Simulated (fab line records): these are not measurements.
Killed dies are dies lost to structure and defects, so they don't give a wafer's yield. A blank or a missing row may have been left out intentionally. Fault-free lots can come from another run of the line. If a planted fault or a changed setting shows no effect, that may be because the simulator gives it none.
fab line records || flow n5-finfet
[record] {"lots": 4, "wafers": 12, "last-day": 21}
route steps=1938 shown BEOL_M9@1461 BEOL_M10@1470 PASSIVATION@1936
lots that met no fault: from a run of the same line without faults
start-h: start of the lot's first displayed wafer, in hours after the record's first day || wait-h: how many hours have passed since the lot's step before this one || " repeats the value in the row above || L1.1+2: a single row standing in for several wafers || - no value present, or no start provided || * or withheld: withheld || < > ~ a bound
route shown NAME@n: names a module that has steps shown in the file, with the first one's number in the route || usual: the fault-free wafers' mean and standard deviation || same: alike in all rows || chamber/n: place in a boat || sites: each site's reading || _std_site: their standard deviation || _edge_site: mean of outer sites minus mean of inner sites || radius-mm: how far each site lies from the wafer's centre || mask NAME#n: copy n || behind: the tool/chamber that last shaped the wafer || hold: why the lot went on hold/how many hours it stayed there/how the hold came to an end || device: the transistor (n, p or np) that didn't switch || end of line: tests of these same wafers at the route's end || for a step that has no rows: nothing shown but its recipe || killed: the dies lost at the first sort to structure and to defects; this is not the yield of the wafer || map: shows each die of a wafer: x if killed, . if not, _ if none is there
set.NAME: the setting the step ran with; set.NAME@STEP: the setting that earlier step ran with || model.NAME: the simulator's own value behind a step, which no gauge read
certain route steps with their lots: each step a table, each wafer a row
services: the hour from which a tool's chamber was out of use, counted from the record's first day as start-h (under 0 if before that day), plus the number of hours and why
[[steps]]
[step N5_BEOL_M9_SPUTTER_48]
[recipe] {"material": "Cu", "target-thk-a": 120, "temp-c": -20, "bias-v": 60, "power-w": 26000, "chamber-pressure-pa": 0.13, "time-s": 2}
[step N5_BEOL_M9_ECD_50]
[recipe] {"material": "Cu", "target-thk-a": 3180}
[step N5_BEOL_M9_ANNEAL_51]
[recipe] {"temp-c": 225, "time-s": 90, "ambient": "N2"}
[step N5_BEOL_M9_CMP_52]
[recipe] {"stop-on": "SiCOH_lowk", "t-overpolish-s": 7, "down-force-psi": 1, "platen-rpm": 50, "clearing-platen-down-force-psi": 1.5, "clearing-platen-rpm": 50, "post-cmp-clean": "cu-alkaline", "target-thk-nm": 140, "clearing-platen-pad-velocity-m-s": 0.99484, "pad-velocity-m-s": 0.99484}
[step N5_BEOL_M9_PRE_CLEAN_55]
[recipe] {"gas": "NH3", "time-s": 15, "temp-c": "withheld", "rf-power-w": 300}
[step N5_BEOL_M9_DEP_56]
[recipe] {"material": "SiCN", "target-thk-a": 150, "temp-c": "withheld", "precursor": "3MS/NH3", "pressure-torr": 3, "rf-w": 202, "time-s": 26.5}
[step N5_BEOL_M10_ILD_DEP_00]
[recipe] {"material": "SiCOH_lowk", "target-thk-a": 3085.1, "temp-c": 300, "precursor": "DEMS/porogen", "pressure-torr": 5, "rf-w": 500, "time-s": 58}
[step N5_BEOL_M10_CURE_71]
[recipe] {"temp-c": 385, "time-s": 240, "ambient": "He/Ar", "material": "SiCOH_lowk"}
[step N5_BEOL_M10_PECVD_70]
[recipe] {"material": "SiO2", "target-thk-a": 200, "temp-c": 400, "precursor": "TEOS/O2", "pressure-torr": 5.5, "rf-w": 450, "teos-flow-sccm": 53.8, "gas": "O2", "flow-sccm": 3000, "time-s": 22.7}
[usual] {"heater-power-w": "680/71", "showerhead-plenum-p-Torr": "8.77/0.059", "throttle-valve-pct": "22.4/1"}
{"lot.wafer": "L702.1", "tool": "pecvd-01", "chamber": 1, "start-h": 363.48, "wait-h": 0.0, "heater-power-w": 678, "showerhead-plenum-p-Torr": 8.84, "throttle-valve-pct": 22.3, "model.SiO2_of_BEOL_M10_PECVD_70.thk-nm": 19.6}
{"lot.wafer": "L702.5", "tool": "pecvd-01", "chamber": 1, "start-h": 363.48, "wait-h": 0.0, "heater-power-w": 674, "showerhead-plenum-p-Torr": 8.85, "throttle-valve-pct": 22.4, "model.SiO2_of_BEOL_M10_PECVD_70.thk-nm": 26.8}
{"lot.wafer": "L702.6", "tool": "pecvd-01", "chamber": 0, "start-h": 363.48, "wait-h": 0.0, "heater-power-w": 682, "showerhead-plenum-p-Torr": 8.75, "throttle-valve-pct": 24.3, "model.SiO2_of_BEOL_M10_PECVD_70.thk-nm": 20}
{"lot.wafer": "L703.1", "tool": "pecvd-01", "chamber": 1, "start-h": 366.44, "wait-h": 0.0, "heater-power-w": 756, "showerhead-plenum-p-Torr": 8.85, "throttle-valve-pct": 22.5, "model.SiO2_of_BEOL_M10_PECVD_70.thk-nm": 19.8}
{"lot.wafer": "L703.2", "tool": "pecvd-01", "chamber": 2, "start-h": 366.44, "wait-h": 0.0, "heater-power-w": 820, "showerhead-plenum-p-Torr": 8.79, "throttle-valve-pct": 21.1, "model.SiO2_of_BEOL_M10_PECVD_70.thk-nm": 26.2}
{"lot.wafer": "L703.3", "tool": "pecvd-01", "chamber": 0, "start-h": 366.44, "wait-h": 0.0, "heater-power-w": 684, "showerhead-plenum-p-Torr": 8.75, "throttle-valve-pct": 24.2, "model.SiO2_of_BEOL_M10_PECVD_70.thk-nm": 19.8}
{"lot.wafer": "L713.2", "tool": "pecvd-01", "chamber": 0, "start-h": 443.02, "wait-h": 0.0, "heater-power-w": 599, "showerhead-plenum-p-Torr": 8.74, "throttle-valve-pct": 24.1, "model.SiO2_of_BEOL_M10_PECVD_70.thk-nm": 20}
{"lot.wafer": "L713.3", "tool": "pecvd-01", "chamber": 1, "start-h": 443.02, "wait-h": 0.0, "heater-power-w": 702, "showerhead-plenum-p-Torr": 8.85, "throttle-valve-pct": 22.3, "model.SiO2_of_BEOL_M10_PECVD_70.thk-nm": 20.2}
{"lot.wafer": "L713.4", "tool": "pecvd-01", "chamber": 0, "start-h": 443.02, "wait-h": 0.0, "heater-power-w": 618, "showerhead-plenum-p-Torr": 8.75, "throttle-valve-pct": 24.4, "model.SiO2_of_BEOL_M10_PECVD_70.thk-nm": 20.2}
{"lot.wafer": "L715.1", "tool": "pecvd-03", "chamber": 0, "start-h": 455.45, "wait-h": 0.0, "heater-power-w": 699, "showerhead-plenum-p-Torr": 8.78, "throttle-valve-pct": 23.0, "model.SiO2_of_BEOL_M10_PECVD_70.thk-nm": 20}
{"lot.wafer": "L715.2", "tool": "pecvd-03", "chamber": 2, "start-h": 455.45, "wait-h": 0.0, "heater-power-w": 704, "showerhead-plenum-p-Torr": 8.75, "throttle-valve-pct": 21.2, "model.SiO2_of_BEOL_M10_PECVD_70.thk-nm": 20}
{"lot.wafer": "L715.5", "tool": "pecvd-03", "chamber": 1, "start-h": 455.45, "wait-h": 0.0, "heater-power-w": 675, "showerhead-plenum-p-Torr": 8.65, "throttle-valve-pct": 23.0, "model.SiO2_of_BEOL_M10_PECVD_70.thk-nm": 20.4}
[step N5_BEOL_M10_HM_DEP_02]
[recipe] {"material": "TiN", "target-thk-a": 200, "temp-c": 25, "chamber-pressure-pa": 0.49996}
[step N5_BEOL_M10_COAT_59]
[recipe] {"resist": "SOC", "temp-c": 250, "time-s": 60, "spin-rpm": 1500, "resist-thk-nm": 100}
[step N5_BEOL_M10_COAT_60]
[recipe] {"resist": "SiARC", "temp-c": 220, "time-s": 60, "spin-rpm": 1500, "resist-thk-nm": 30}
[step N5_BEOL_M10_COAT_05]
[recipe] {"resist": "CAR-ArF", "spin-rpm": 1500, "resist-thk-nm": 90}
[step N5_BEOL_M10_EBR_07]
[recipe] {"solvent": "PGMEA", "ebr-width-mm": 1.5}
[step N5_BEOL_M10_SOFTBAKE_06]
[recipe] {"temp-c": 110, "time-s": 60, "resist": "CAR-ArF"}
[step N5_BEOL_M10_EXPOSE_08]
[recipe] {"mask-id": "M10", "na": 1.35, "source-shape": "dipole", "sigma-inner": 0.411, "sigma-outer": 0.611, "polarization": "te", "dose-mj": 53.75}
[step N5_BEOL_M10_PEB_09]
[recipe] {"peb-temp-c": "withheld", "peb-time-s": 60, "resist": "CAR-ArF"}
[step N5_BEOL_M10_DEVELOP_10]
[recipe] {"develop-time-s": 30, "developer": "TMAH", "resist": "CAR-ArF", "rinse-liquid": "diw", "dry": "air-spin", "dev-temp-c": 23}
[step N5_BEOL_M10_DESCUM_16]
[recipe] {"chemistry": "O2", "time-s": 7.9, "source-power-w": 50, "bias-power-w": 20, "pressure-mtorr": 20, "rf-frequency-hz": 2.712e+07, "temp-c": 40, "resist": "CAR-ArF", "o2-flow-sccm": 225}
[step N5_BEOL_M10_ETCH_61]
[recipe] {"chemistry": "CF4", "target": "SiARC", "target-depth-a": 390, "mask-material": "CAR-ArF", "time-s": 65, "ion-energy-ev": 80, "pressure-mtorr": 40, "source-w": 545, "bias-w": 36, "Ar_flow_sccm": 100, "cf4-flow-sccm": 100, "ends": "cleared"}
[step N5_BEOL_M10_ETCH_62]
[recipe] {"chemistry": "N2/H2", "target": "SOC", "target-depth-a": 1100, "overetch-a": 220, "mask-material": "SiARC", "temp-c": 40, "time-s": 165, "ion-energy-ev": 200, "pressure-mtorr": 30, "source-w": 840, "bias-w": 150, "n2-flow-sccm": 200, "h2-flow-sccm": 200}
[step N5_BEOL_M10_STRIP_68]
[recipe] {"chemistry": "N2/H2", "temp-c": 40, "n2-flow-sccm": 200, "h2-flow-sccm": 200, "rf-frequency-hz": 6e+07}
[step N5_BEOL_M10_STRIP_67]
[recipe] {"chemistry": "CF4", "resist": "SiARC", "power-w": 300, "bias-power-w": 75, "pressure-mtorr": 50, "cf4-flow-sccm": 150, "rf-frequency-hz": 6e+07}
[step N5_BEOL_M10_HM_OPEN_17]
[recipe] {"chemistry": "Cl2/BCl3", "target-depth-a": 200, "overetch-a": 60, "target": "TiN", "mask-material": "SOC", "ion-energy-ev": 150, "pressure-mtorr": 10, "icp-w": 1000, "bias-w": 126, "Cl2_flow_sccm": 53.25, "bcl3-flow-sccm": 21.75, "Ar_flow_sccm": 25}
[step N5_BEOL_M10_STRIP_19]
[recipe] {"chemistry": "O2", "power-w": 400, "temp-c": 40, "pressure-mtorr": 30, "rf-frequency-hz": 6e+07, "bias-power-w": 0, "overash-fraction": 0.2, "o2-flow-sccm": 225}
[step N5_BEOL_M10_COAT_63]
[recipe] {"resist": "SOC", "temp-c": 250, "time-s": 60, "spin-rpm": 1500, "resist-thk-nm": 100}
[step N5_BEOL_M10_COAT_64]
[recipe] {"resist": "SiARC", "temp-c": 220, "time-s": 60, "spin-rpm": 1500, "resist-thk-nm": 30}
[step N5_BEOL_M10_COAT_22]
[recipe] {"resist": "CAR-ArF", "spin-rpm": 1500, "resist-thk-nm": 90}
[step N5_BEOL_M10_EBR_24]
[recipe] {"solvent": "PGMEA", "ebr-width-mm": 1.5}
[step N5_BEOL_M10_SOFTBAKE_23]
[recipe] {"temp-c": 110, "time-s": 60, "resist": "CAR-ArF"}
[step N5_BEOL_M10_EXPOSE_25]
[recipe] {"mask-id": "V9", "na": 1.35, "source-shape": "annular", "sigma-inner": 0.5, "sigma-outer": 0.8, "polarization": "unpolarized", "dose-mj": 85.5}
[step N5_BEOL_M10_PEB_26]
[recipe] {"peb-temp-c": "withheld", "peb-time-s": 60, "resist": "CAR-ArF"}
[step N5_BEOL_M10_DEVELOP_27]
[recipe] {"develop-time-s": 30, "developer": "TMAH", "resist": "CAR-ArF", "rinse-liquid": "diw", "dry": "air-spin", "dev-temp-c": 23}
[step N5_BEOL_M10_HM_STRIP_39]
[recipe] {"chemistry": "peroxide-tin-strip", "material": "TiN", "target-depth-a": 250, "temp-c": 50, "time-s": 158}
[same] {"time-s": 158}
{"lot.wafer": "L702.1", "tool": "wet-bench-05", "chamber": 7, "start-h": 367.60, "wait-h": 0.0, "model.SiO2_of_BEOL_M10_PECVD_70.thk-nm": 19.6}
{"lot.wafer": "L702.5", "tool": "wet-bench-05", "chamber": 6, "start-h": 367.60, "wait-h": 0.0, "model.SiO2_of_BEOL_M10_PECVD_70.thk-nm": 26.8}
{"lot.wafer": "L702.6", "tool": "wet-bench-05", "chamber": 2, "start-h": 367.60, "wait-h": 0.0, "model.SiO2_of_BEOL_M10_PECVD_70.thk-nm": 20}
{"lot.wafer": "L703.1", "tool": "wet-bench-06", "chamber": 6, "start-h": 372.51, "wait-h": 0.0, "model.SiO2_of_BEOL_M10_PECVD_70.thk-nm": 19.6}
{"lot.wafer": "L703.2", "tool": "wet-bench-06", "chamber": 5, "start-h": 372.51, "wait-h": 0.0, "model.SiO2_of_BEOL_M10_PECVD_70.thk-nm": 26.2}
{"lot.wafer": "L703.3", "tool": "wet-bench-06", "chamber": 4, "start-h": 372.51, "wait-h": 0.0, "model.SiO2_of_BEOL_M10_PECVD_70.thk-nm": 19.8}
{"lot.wafer": "L713.2", "tool": "wet-bench-03", "chamber": 0, "start-h": 450.04, "wait-h": 0.1, "model.SiO2_of_BEOL_M10_PECVD_70.thk-nm": 19.8}
{"lot.wafer": "L713.3+4", "tool": "wet-bench-03", "chamber": "2,1", "start-h": 450.04, "wait-h": 0.1, "model.SiO2_of_BEOL_M10_PECVD_70.thk-nm": 20}
{"lot.wafer": "L715.1", "tool": "wet-bench-06", "chamber": 1, "start-h": 463.16, "wait-h": 0.0, "model.SiO2_of_BEOL_M10_PECVD_70.thk-nm": 20}
{"lot.wafer": "L715.2", "tool": "wet-bench-06", "chamber": 2, "start-h": 463.16, "wait-h": 0.0, "model.SiO2_of_BEOL_M10_PECVD_70.thk-nm": 19.8}
{"lot.wafer": "L715.5", "tool": "wet-bench-06", "chamber": 4, "start-h": 463.16, "wait-h": 0.0, "model.SiO2_of_BEOL_M10_PECVD_70.thk-nm": 20.2}
[step N5_BEOL_M10_CMP_52]
[recipe] {"stop-on": "SiCOH_lowk", "t-overpolish-s": 7, "down-force-psi": 1, "platen-rpm": 50, "clearing-platen-down-force-psi": 1.5, "clearing-platen-rpm": 50, "post-cmp-clean": "cu-alkaline", "target-thk-nm": 140, "clearing-platen-pad-velocity-m-s": 0.99484, "pad-velocity-m-s": 0.99484}
[usual] {"barrier-field-endpoint-s": "29.0/0.63", "edge-zone-pressure-frac": "1.000/0.0052", "motor-current-A": "6.2/0.54", "slurry-flow-ml-min": "150.0/0.49"}
{"lot.wafer": "L702.1", "tool": "cmp-04", "chamber": 1, "start-h": 369.56, "wait-h": 0.4, "barrier-field-endpoint-s": 29.9, "edge-zone-pressure-frac": 1.009, "motor-current-A": 6.9, "slurry-flow-ml-min": 149.0}
{"lot.wafer": "L702.5", "tool": "cmp-04", "chamber": 2, "start-h": 369.56, "wait-h": 0.4, "barrier-field-endpoint-s": 38.0, "edge-zone-pressure-frac": 1.000, "motor-current-A": 5.6, "slurry-flow-ml-min": 149.6}
{"lot.wafer": "L702.6", "tool": "cmp-04", "chamber": 3, "start-h": 369.56, "wait-h": 0.4, "barrier-field-endpoint-s": 29.6, "edge-zone-pressure-frac": 0.995, "motor-current-A": 6.7, "slurry-flow-ml-min": 150.2}
{"lot.wafer": "L703.1", "tool": "cmp-03", "chamber": 0, "start-h": 376.40, "wait-h": 0.3, "barrier-field-endpoint-s": 28.7, "edge-zone-pressure-frac": 0.990, "motor-current-A": 5.8, "slurry-flow-ml-min": 150.0}
{"lot.wafer": "L703.3", "tool": "cmp-03", "chamber": 2, "start-h": 376.40, "wait-h": 0.3, "barrier-field-endpoint-s": 28.6, "edge-zone-pressure-frac": 1.003, "motor-current-A": 5.5, "slurry-flow-ml-min": 149.5}
{"lot.wafer": "L703.2", "tool": "cmp-03", "chamber": 3, "start-h": 376.40, "wait-h": 0.3, "barrier-field-endpoint-s": 36.2, "edge-zone-pressure-frac": 1.001, "motor-current-A": 6.7, "slurry-flow-ml-min": 150.4}
{"lot.wafer": "L713.2", "tool": "cmp-04", "chamber": 2, "start-h": 452.91, "wait-h": 0.2, "barrier-field-endpoint-s": 28.8, "edge-zone-pressure-frac": 1.007, "motor-current-A": 5.6, "slurry-flow-ml-min": 150.9}
{"lot.wafer": "L713.4", "tool": "cmp-04", "chamber": 0, "start-h": 452.91, "wait-h": 0.2, "barrier-field-endpoint-s": 29.3, "edge-zone-pressure-frac": 1.003, "motor-current-A": 6.0, "slurry-flow-ml-min": 150.6}
{"lot.wafer": "L713.3", "tool": "cmp-04", "chamber": 1, "start-h": 452.91, "wait-h": 0.2, "barrier-field-endpoint-s": 28.8, "edge-zone-pressure-frac": 1.001, "motor-current-A": 7.2, "slurry-flow-ml-min": 150.2}
{"lot.wafer": "L715.2", "tool": "cmp-04", "chamber": 0, "start-h": 465.25, "wait-h": 0.2, "barrier-field-endpoint-s": 28.9, "edge-zone-pressure-frac": 0.995, "motor-current-A": 5.9, "slurry-flow-ml-min": 149.7}
{"lot.wafer": "L715.1", "tool": "cmp-04", "chamber": 2, "start-h": 465.25, "wait-h": 0.2, "barrier-field-endpoint-s": 29.4, "edge-zone-pressure-frac": 0.990, "motor-current-A": 6.0, "slurry-flow-ml-min": 150.1}
{"lot.wafer": "L715.5", "tool": "cmp-04", "chamber": 3, "start-h": 465.25, "wait-h": 0.2, "barrier-field-endpoint-s": 29.9, "edge-zone-pressure-frac": 1.001, "motor-current-A": 7.1, "slurry-flow-ml-min": 150.1}
[step N5_PASSIVATION_PROBE_49]
[usual] {"defect-limited-yield": "91.4/1.2", "killed_at_M0_to_M3": "34/10", "killed_at_M4_up": "14/5.1", "killed-at-contacts": "12/6.4", "killed-at-front-end": "38/9.3", "killed-at-other": "4/3", "killed-dies": "102/15", "killed-open": "67/12", "killed-short": "33/6.9", "sort_bin_5_function": "5.0/0.86", "sort_bin_6_memory": "3.2/0.58", "sort-n-pass": "1078/15", "sort-yield-pct": "91.4/1.2"}
[same] {"gross-dies": 1180, "killed-at-back-side": 0, "sort_bin_4_leakage[%]": 0, "sort_bin_8_speed[%]": 0}
{"lot.wafer": "L715.1", "tool": "prober-01", "chamber": "-", "start-h": 511.85, "wait-h": 0.0, "defect-limited-yield[%]": 91.8, "killed_at_M0_to_M3": 33, "killed_at_M4_up": 10, "killed-at-contacts": 8, "killed-at-front-end": 45, "killed-at-other": 1, "killed-dies": 97, "killed-open": 66, "killed-short": 29, "sort_bin_5_function[%]": 4.7, "sort_bin_6_memory[%]": 3.3, "sort-n-pass": 1083, "sort-yield-pct[%]": 91.8}
{"lot.wafer": "L715.2", "tool": "prober-01", "chamber": "-", "start-h": 511.90, "wait-h": 0.1, "defect-limited-yield[%]": 90.9, "killed_at_M0_to_M3": 53, "killed_at_M4_up": 15, "killed-at-contacts": 3, "killed-at-front-end": 35, "killed-at-other": 1, "killed-dies": 107, "killed-open": 59, "killed-short": 46, "sort_bin_5_function[%]": 5.7, "sort_bin_6_memory[%]": 3.0, "sort-n-pass": 1073, "sort-yield-pct[%]": 90.9}
{"lot.wafer": "L715.5", "tool": "prober-01", "chamber": "-", "start-h": 512.05, "wait-h": 0.2, "defect-limited-yield[%]": 90.3, "killed_at_M0_to_M3": 57, "killed_at_M4_up": 13, "killed-at-contacts": 7, "killed-at-front-end": 37, "killed-at-other": 0, "killed-dies": 114, "killed-open": 75, "killed-short": 39, "sort_bin_5_function[%]": 5.5, "sort_bin_6_memory[%]": 3.9, "sort-n-pass": 1066, "sort-yield-pct[%]": 90.3}
// killed by level:class
L715.1 STI_FIN_REVEAL:geometric-particle:open=19 BEOL_M0_SAQP:geometric-particle:short=10 BEOL_M0_SAQP:geometric-particle:open=7 MOL_CONTACT_COAG:geometric-particle:open=7 STI_FIN_REVEAL:geometric-particle:short=6 BEOL_M2:geometric-particle:open=6 FIN_SAQP:geometric-particle:open=5 BEOL_M4:geometric-particle:open=5
L715.2 BEOL_M0_SAQP:geometric-particle:short=16 BEOL_M0_SAQP:geometric-particle:open=15 STI_FIN_REVEAL:geometric-particle:open=11 BEOL_M2:geometric-particle:open=6 BEOL_M4:geometric-particle:open=6 FIN_SAQP:geometric-particle:short=5 GATE_CUT:geometric-particle:short=5 FIN_SAQP:geometric-particle:open=4
L715.5 BEOL_M0_SAQP:geometric-particle:short=18 STI_FIN_REVEAL:geometric-particle:open=15 BEOL_M0_SAQP:geometric-particle:open=11 BEOL_M1:geometric-particle:open=7 BEOL_M3:geometric-particle:open=7 BEOL_M2:geometric-particle:open=6 GATE_CUT:geometric-particle:open=5 GATE_CUT:geometric-particle:short=5
[[services]]
{"tool": "cmp-03", "chamber": "-", "start-h": 357.64, "hours": 2.2, "kind": "pm"}
{"tool": "pecvd-01", "chamber": "-", "start-h": 367.97, "hours": 1.2, "kind": "repair"}
{"tool": "pecvd-01", "chamber": "-", "start-h": 402.06, "hours": 1.0, "kind": "repair"}
{"tool": "cmp-04", "chamber": "-", "start-h": 410.30, "hours": 0.6, "kind": "repair"}
{"tool": "pecvd-03", "chamber": 1, "start-h": 415.22, "hours": 2.1, "kind": "scheduled-down"}
{"tool": "cmp-03", "chamber": "-", "start-h": 416.98, "hours": 0.5, "kind": "repair"}
{"tool": "pecvd-03", "chamber": 0, "start-h": 418.93, "hours": 5.5, "kind": "scheduled-down"}
{"tool": "pecvd-01", "chamber": "-", "start-h": 432.73, "hours": 5.5, "kind": "pm"}
{"tool": "cmp-04", "chamber": "-", "start-h": 435.98, "hours": 3.0, "kind": "pm"}
{"tool": "cmp-04", "chamber": "-", "start-h": 453.98, "hours": 4.5, "kind": "repair"}
[[key]]
[first-sign] {"step": "N5_BEOL_M10_CMP_52", "reading": "barrier-field-endpoint-s", "direction": "up", "sigmas": 13, "usual": 29.0, "struck": 37.1}
effect none on later readings
[model-effect] {"step": "N5_BEOL_M10_PECVD_70", "value": "SiO2_of_BEOL_M10_PECVD_70.thk-nm", "without": 20, "struck": 26.5}
[model-effect] {"step": "N5_BEOL_M10_HM_STRIP_39", "value": "SiO2_of_BEOL_M10_PECVD_70.thk-nm", "without": 19.8, "struck": 26.5}
met-at N5_BEOL_M10_PECVD_70
struck-wafers L702.5,L703.2
[fault] {"kind": "process-parameter-drift", "tool": "pecvd-01", "chamber": "-", "onset-h": 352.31, "steps": "N5_BEOL_M10_PECVD_70", "channel": "time-s", "offset": "*", "shape": "step", "end-h": 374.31, "scope": "struck-wafers-only", "acts-in": "*", "stated": "*"}
